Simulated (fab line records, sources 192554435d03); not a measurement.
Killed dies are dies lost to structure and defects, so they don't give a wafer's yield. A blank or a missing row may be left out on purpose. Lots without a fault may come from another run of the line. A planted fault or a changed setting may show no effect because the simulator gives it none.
fab line records | flow n5_finfet
record lots=7 wafers=21 last_day=19
route steps=1938 shown ZERO_LAYER@14 WELL_APT@20
lots that met no fault: from a run of the same line without faults
start_h: hours from the record's first day to the start of the lot's first wafer shown | wait_h: hours since the lot's step before | " the same as in the row above | L1.1+2: a row that stands for several wafers | - no value, or no start given | * or withheld: withheld | < > ~ a bound
route shown NAME@n: a module of which the file shows steps, and the number in the route of the first | usual: mean/standard deviation of fault-free wafers | same: alike in all rows | chamber/n: place in a boat | sites: the reading at each site | _std_site: their standard deviation | _edge_site: outer sites' mean less inner sites' | radius_mm: how far each site lies from the wafer's centre | mask NAME#n: copy n | behind: the tool/chamber that last shaped the wafer | hold: why the lot was held/for how many hours/how that ended | device: the transistor (n, p or np) that didn't switch | end of line: the same wafers' tests at the end of the route | a step without rows: its recipe alone | killed: dies lost to structure and defects at the first sort, not the wafer's yield | map: a wafer's dies, x killed, . not, _ none there
set.NAME: the setting as run; set.NAME@STEP: as run at that earlier step | model.NAME: the simulator's own value behind a step, which no gauge read
lots at some steps of the route; a table a step, a row a wafer
services: from which hour (start_h, from the record's first day; less than 0 if before it) a tool's chamber was out of use, for how many hours, and why
## steps
# step N5_ZERO_LAYER_DESCUM_16
# recipe chemistry=O2 time_s=7.9 source_power_w=50 bias_power_w=20 pressure_mtorr=20 rf_frequency_hz=2.712e+07 temp_c=40 o2_flow_sccm=225
# usual chamber_pressure_mTorr=20.000/0.02 drypump_motor_current_A=5.4/0.37 oes_product_au=0.78/0.07 rf_vpp_V=243.2/1.1 showerhead_plenum_p_Torr=2.09/0.046 throttle_valve_pct=20.44/0.23
# columns lot.wafer tool chamber start_h wait_h chamber_pressure_mTorr drypump_motor_current_A oes_product_au rf_hours_counter_h rf_vpp_V showerhead_plenum_p_Torr throttle_valve_pct
L963.1 rie_diel-06 1 25.04 0.4 20.005 5.7 0.71 216 241.5 1.98 20.51
L963.4 " 0 " " 19.997 5.4 0.77 154 242.8 2.09 20.58
L963.6 " 1 " " 20.007 5.7 0.71 - 241.5 1.98 20.51
L967.1 rie_diel-03 2 48.87 0.1 19.982 5.8 0.74 144 243.9 2.18 20.08
L967.4 " 0 " " 19.984 6.3 0.70 232 242.1 2.07 20.44
L967.5 " 2 " " 19.989 5.8 0.74 - 243.2 2.18 20.08
L968.1 rie_diel-05 2 54.82 0.0 19.986 5.8 0.85 64 244.7 2.11 20.64
L968.2 " 3 " " 20.009 5.4 0.80 89 243.9 2.11 20.13
L968.4 " 0 " " 20.009 4.9 0.71 183 241.9 2.08 20.64
L969.1 rie_diel-03 2 60.81 0.0 20.021 5.8 0.73 148 244.3 2.17 20.09
L969.3 " 1 " " 20.017 5.1 0.87 48 242.8 2.13 20.17
L969.6 " 2 " " 20.001 5.8 0.73 - 244.1 2.17 20.10
L974.1 rie_diel-06 2 90.69 0.0 20.019 5.8 0.83 71 243.4 2.13 20.45
L974.3 " 1 " " 20.028 5.7 0.69 231 242.8 1.98 20.53
L974.6 " 0 " " 20.032 5.4 0.74 - 241.6 2.09 20.61
L982.1 rie_diel-05 1 138.70 0.0 19.983 4.9 0.88 46 242.5 2.04 20.18
L982.4 " 3 " " 20.020 5.4 0.77 114 245.0 2.10 20.16
L982.5 " 2 " " 20.009 5.9 0.82 - 245.0 2.10 20.66
L983.1 rie_diel-05 0 144.81 0.0 20.031 4.9 0.70 208 243.7 2.07 20.68
L983.2 " 2 " " 19.945 5.8 0.82 90 242.7 2.10 20.66
L983.3 " 3 " " 20.016 5.4 0.77 116 244.6 2.10 20.15
# step N5_ZERO_LAYER_ETCH_17
# recipe chemistry=CF4 target=SiO2 target_depth_a=120 time_s=13.3 ion_energy_ev=350 pressure_mtorr=40 source_w=450 bias_w=215 Ar_flow_sccm=100 cf4_flow_sccm=100
# usual cf4_flow_sccm=100.01/0.29 chamber_pressure_mTorr=40.00/0.04 drypump_motor_current_A=5.4/0.37 oes_product_au=0.78/0.07 rf_vpp_V=948.6/2.9 showerhead_plenum_p_Torr=2.14/0.046 throttle_valve_pct=15.68/0.23
# columns lot.wafer tool chamber start_h wait_h cf4_flow_sccm chamber_pressure_mTorr drypump_motor_current_A oes_product_au rf_hours_counter_h rf_vpp_V showerhead_plenum_p_Torr throttle_valve_pct
L963.1 rie_diel-06 1 25.07 0.0 100.41 39.99 5.7 0.69 216 943.2 2.04 15.80
L963.4 " 0 " " 100.22 40.02 5.4 0.75 154 947.8 2.14 15.80
L963.6 " 1 " " 99.76 40.03 5.7 0.70 - 943.9 2.04 15.80
L967.1 rie_diel-03 2 48.91 0.0 99.54 39.97 5.8 0.74 144 954.5 2.23 15.43
L967.4 " 0 " " 100.02 40.01 6.2 0.70 232 947.5 2.12 15.74
L967.5 " 2 " " 99.76 40.04 5.8 0.73 - 954.0 2.23 15.43
L968.1 rie_diel-05 2 54.86 0.0 99.78 39.92 5.8 0.86 64 951.0 2.17 15.87
L968.2 " 3 " " 100.42 40.00 5.4 0.80 89 949.5 2.17 15.35
L968.4 " 0 " " 99.91 39.99 4.9 0.72 183 947.9 2.13 15.87
L969.1 rie_diel-03 2 60.84 0.0 100.15 40.00 5.7 0.73 148 954.3 2.23 15.43
L969.3 " 1 " " 99.51 40.02 5.1 0.87 48 951.3 2.18 15.36
L969.6 " 2 " " 100.49 40.07 5.7 0.73 - 953.3 2.23 15.44
L974.1 rie_diel-06 2 90.73 0.0 100.19 40.03 5.8 0.82 71 949.0 2.17 15.64
L974.3 " 1 " " 99.87 40.01 5.8 0.69 231 941.5 2.03 15.85
L974.6 " 0 " " 99.96 40.04 5.4 0.73 - 949.1 2.13 15.81
L982.1 rie_diel-05 1 138.74 0.0 99.82 39.99 4.9 0.89 46 945.8 2.09 15.36
L982.4 " 3 " " 99.99 40.06 5.4 0.78 114 948.1 2.16 15.40
L982.5 " 2 " " 99.95 40.10 5.9 0.84 - 948.5 2.17 15.94
L983.1 rie_diel-05 0 144.85 0.0 99.78 40.02 4.9 0.70 208 948.5 2.12 15.94
L983.2 " 2 " " 99.55 39.94 5.8 0.83 90 949.1 2.17 15.91
L983.3 " 3 " " 99.90 39.99 5.4 0.77 116 949.6 2.16 15.41
# step N5_ZERO_LAYER_ETCH_18
# recipe chemistry=HBr/Cl2 target=Si target_depth_a=1200 time_s=40 pressure_mtorr=10 icp_w=800 bias_w=75 HBr_flow_sccm=150 Cl2_flow_sccm=80
# usual chamber_pressure_mTorr=10.001/0.0092 drypump_motor_current_A=5.6/0.49 oes_product_au=0.997/0.012 throttle_valve_pct=36.34/0.27
# columns lot.wafer tool chamber start_h wait_h chamber_pressure_mTorr drypump_motor_current_A oes_product_au rf_hours_counter_h throttle_valve_pct
L963.1 rie_si-02 1 25.15 0.1 10.012 6.0 1.021 141 36.22
L963.4 " 2 " " 9.995 5.5 0.993 201 36.75
L963.6 " 2 " " 10.004 5.5 0.993 - 36.75
L967.1 rie_si-01 1 48.98 0.0 10.001 5.8 1.014 18 36.18
L967.4 " 3 " " 9.998 4.7 0.993 40 36.51
L967.5 " 3 " " 10.000 4.7 0.995 - 36.52
L968.1 rie_si-02 2 54.93 0.0 10.014 5.5 0.997 202 36.74
L968.2 " 3 " " 10.012 6.0 0.977 74 36.24
L968.4 " 1 " " 10.000 6.0 1.019 142 36.21
L969.1 rie_si-06 2 60.92 0.0 10.013 6.1 0.994 104 36.08
L969.3 " 3 " " 10.009 6.2 0.994 46 36.31
L969.6 " 2 " " 9.981 6.1 0.999 - 36.08
L974.1 rie_si-01 3 90.80 0.0 9.995 4.7 0.993 40 36.52
L974.3 " 1 " " 9.985 5.8 0.998 19 36.19
L974.6 " 1 " " 9.992 5.8 1.005 - 36.19
L982.1 rie_si-02 1 138.81 0.0 9.996 6.0 1.011 144 36.24
L982.4 " 0 " " 9.997 5.7 1.005 100 36.55
L982.5 " 0 " " 9.994 5.7 1.012 - 36.56
L983.1 rie_si-01 3 144.92 0.0 9.992 4.7 0.988 41 36.52
L983.2 " 0 " " 10.009 6.2 1.013 157 36.46
L983.3 " 1 " " 10.010 5.8 1.006 20 36.18
# step N5_ZERO_LAYER_STRIP_24
# recipe chemistry=O2 power_w=1000 temp_c=250 overash_fraction=0.3 pressure_mtorr=1000 o2_flow_sccm=6750
# usual chamber_pressure_mTorr=1000.1/1.3 drypump_motor_current_A=6.0/0.53 heater_power_w=329/33 oes_product_au=0.647/0.0044 strip_time_to_endpoint_s=43.86/0.069
# columns lot.wafer tool chamber start_h wait_h chamber_pressure_mTorr drypump_motor_current_A heater_power_w oes_product_au rf_hours_counter_h strip_time_to_endpoint_s
L963.1 plasma_asher-02 0 25.27 0.1 1000.7 6.6 283 0.650 25 43.89
L963.4 " 0 " " 1000.4 6.6 297 0.648 - 43.87
L963.6 " 0 " " 999.8 6.6 296 0.648 - 43.89
L967.1 plasma_asher-01 1 49.08 0.1 999.1 5.6 366 0.637 81 43.76
L967.4 " 1 " " 1001.0 5.6 377 0.651 - 43.78
L967.5 " 1 " " 999.8 5.6 378 0.645 - 43.71
L968.1 plasma_asher-02 1 55.03 0.1 998.8 5.4 295 0.647 31 43.84
L968.2 " 0 " " 998.0 6.6 300 0.650 31 43.87
L968.4 " 1 " " 998.2 5.4 290 0.651 - 43.90
L969.1 plasma_asher-01 1 61.02 0.1 999.5 5.6 392 0.646 84 43.95
L969.3 " 0 " " 999.0 6.5 311 0.655 - 43.98
L969.6 " 0 " " 999.5 6.5 317 0.644 - 43.92
L974.1 plasma_asher-01 0 90.91 0.1 999.3 6.4 315 0.649 89 43.89
L974.3 " 0 " " 998.3 6.4 323 0.644 - 43.87
L974.6 " 1 " " 1000.2 5.5 367 0.644 - 43.85
L982.1 plasma_asher-02 1 138.92 0.1 1000.4 5.4 298 0.649 50 43.83
L982.4 " 0 " " 1000.7 6.6 290 0.655 - 43.93
L982.5 " 1 " " 1000.5 5.4 300 0.653 - 43.91
L983.1 plasma_asher-01 0 145.02 0.1 1000.2 6.5 317 0.649 99 43.87
L983.2 " 1 " " 1000.7 5.5 377 0.641 99 43.74
L983.3 " 1 " " 1010.1 5.5 377 0.652 - 43.79
# step N5_ZERO_LAYER_STRIP_19
# recipe chemistry=SPM time_s=900 temp_c=130 h2so4_h2o2_vol_ratio=4 dry=ipa_marangoni
# step N5_ZERO_LAYER_INSPECT_20
# recipe inspect_instrument=darkfield mode=post_clean
# usual raw_defect_count=39/19
# columns lot.wafer tool chamber start_h wait_h raw_defect_count
L963.1 defect_inspect-01 - 25.63 0.0 22
L963.4 " - " " 12
L963.6 " - " " 26
L967.1 defect_inspect-02 - 49.44 0.0 25
L967.4 " - " " 23
L967.5 " - " " 38
L968.1 defect_inspect-01 - 55.39 0.0 44
L968.2 " - " " 40
L968.4 " - " " 42
L969.1 defect_inspect-02 - 61.38 0.0 35
L969.3 " - " " 22
L969.6 " - " " 30
L974.1 defect_inspect-01 - 91.27 0.0 75
L974.3 " - " " 86
L974.6 " - " " 88
L982.1 defect_inspect-02 - 139.28 0.0 22
L982.4 " - " " 32
L982.5 " - " " 25
L983.1 defect_inspect-01 - 145.41 0.0 22
L983.2 " - " " 38
L983.3 " - " " 23
# step N5_WELL_APT_HMDS_01
# recipe time_s=60 temp_c=120
# step N5_WELL_APT_COAT_02
# recipe spin_rpm=1357 resist_thk_nm=950
# step N5_WELL_APT_EBR_04
# recipe solvent=PGMEA ebr_width_mm=1.5
# step N5_WELL_APT_SOFTBAKE_03
# recipe temp_c=130 time_s=60
# step N5_WELL_APT_EXPOSE_05
# recipe mask_id=NWELL na=0.8 source_shape=conventional sigma_outer=0.8 polarization=unpolarized defocus_nm=0 target_cd_nm=200 dose_mj=20.3
# step N5_WELL_APT_PEB_06
# recipe peb_temp_c=130 peb_time_s=90
# step N5_WELL_APT_DEVELOP_07
# recipe develop_time_s=45 rinse_liquid=surfactant_rinse dry=air_spin dev_temp_c=21
# usual chill_plate_temp_C=22.99/0.091 develop_time_s=45/0 developer_temp_C=21.01/0.098
# columns lot.wafer tool chamber start_h wait_h chill_plate_temp_C develop_time_s developer_temp_C model.coat_of_WELL_APT_COAT_02.thk_nm
L963.1 litho_track-05 0 25.95 - 22.99 45 21.04 936.9
L963.4 " 0 " " 23.05 45 21.06 935.5
L963.6 " 0 " " 22.98 45 21.15 935
L967.1 litho_track-02 - 49.64 - - - - 948.2
L967.4 " - " " - - - 949.7
L967.5 " - " " - - - 948.2
L968.1 litho_track-03 - 55.59 - - - - 950.6
L968.2 " - " " - - - 948.6
L968.4 " - " " - - - 949.3
L969.1 litho_track-05 - 61.57 - - - - 947.3
L969.3 " - " " - - - 946.7
L969.6 " - " " - - - 948.5
L974.1 litho_track-05 0 91.59 - 23.06 45 20.86 939.8
L974.3 " 0 " " 23.05 45 20.90 940.7
L974.6 " 0 " " 23.11 45 20.95 940.1
L982.1 litho_track-03 0 139.47 - 22.99 45 20.92 938.6
L982.4 " 0 " " 22.96 45 21.12 938.2
L982.5 " 0 " " 22.91 45 20.89 933
L983.1 litho_track-05 0 145.60 - 22.92 45 21.00 944.1
L983.2 " 0 " " 23.13 45 21.14 942.2
L983.3 " 0 " " 23.03 45 21.03 943
# step N5_WELL_APT_HARDBAKE_12
# recipe temp_c=130 time_s=120
## services
# columns tool chamber start_h hours kind
rie_diel-05 - 2.92 2.8 pm
litho_track-05 - 9.48 - consumable_replace:filter
rie_si-02 3 27.73 6.7 repair
rie_si-02 3 38.60 2.0 repair
rie_diel-06 1 45.23 9.4 repair
rie_si-06 0 51.06 - clean
rie_si-06 0 51.06 19.7 scheduled_down
rie_si-06 0 51.06 19.7 vent_cycle
rie_diel-05 - 53.95 0.3 repair
rie_si-02 2 75.73 - clean
rie_si-02 2 75.73 13.4 scheduled_down
rie_si-02 2 75.73 13.4 vent_cycle
litho_track-03 - 78.28 - consumable_replace:filter
rie_si-06 1 90.62 10.5 repair
rie_si-06 - 90.73 0.3 repair
rie_si-06 3 95.15 22.9 repair
rie_si-06 0 105.77 2.3 repair
plasma_asher-01 - 108.19 1.7 repair
rie_diel-03 0 109.73 - clean
rie_diel-03 0 109.73 - consumable_replace:focus_ring
rie_diel-03 0 109.73 26.8 scheduled_down
rie_diel-03 0 109.73 26.8 vent_cycle
rie_si-06 0 129.46 5.0 repair
rie_diel-06 1 144.27 14.9 repair
## key
first_sign step=N5_WELL_APT_DEVELOP_07 reading=tool_record direction=missing
effect none on later readings
model_effect step=N5_WELL_APT_DEVELOP_07 value=coat_of_WELL_APT_COAT_02.thk_nm without=934.4 struck=948.6
met_at N5_WELL_APT_DEVELOP_07
struck_wafers L967.1,L967.4,L967.5,L968.1,L968.2,L968.4,L969.1,L969.3,L969.6
later_rows_left_out L967.1,L967.4,L967.5,L968.1,L968.2,L968.4,L969.1,L969.3,L969.6
sort_left_out L967.1,L967.4,L967.5,L968.1,L968.2,L968.4,L969.1,L969.3,L969.6
onset_between 25.95 49.64
fault kind=skipped_step_whole tool=litho_track-02,litho_track-03,litho_track-05 chamber=- onset_h=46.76 steps=N5_WELL_APT_DEVELOP_07 scope=struck_lots_only
# sort_left_out: the simulated sort isn't trusted on such a fault, so these wafers' sort isn't shown, and their yield isn't known
# later_rows_left_out: the simulator's readings of these wafers behind a module that went badly wrong aren't trusted and aren't shown, but for the sort
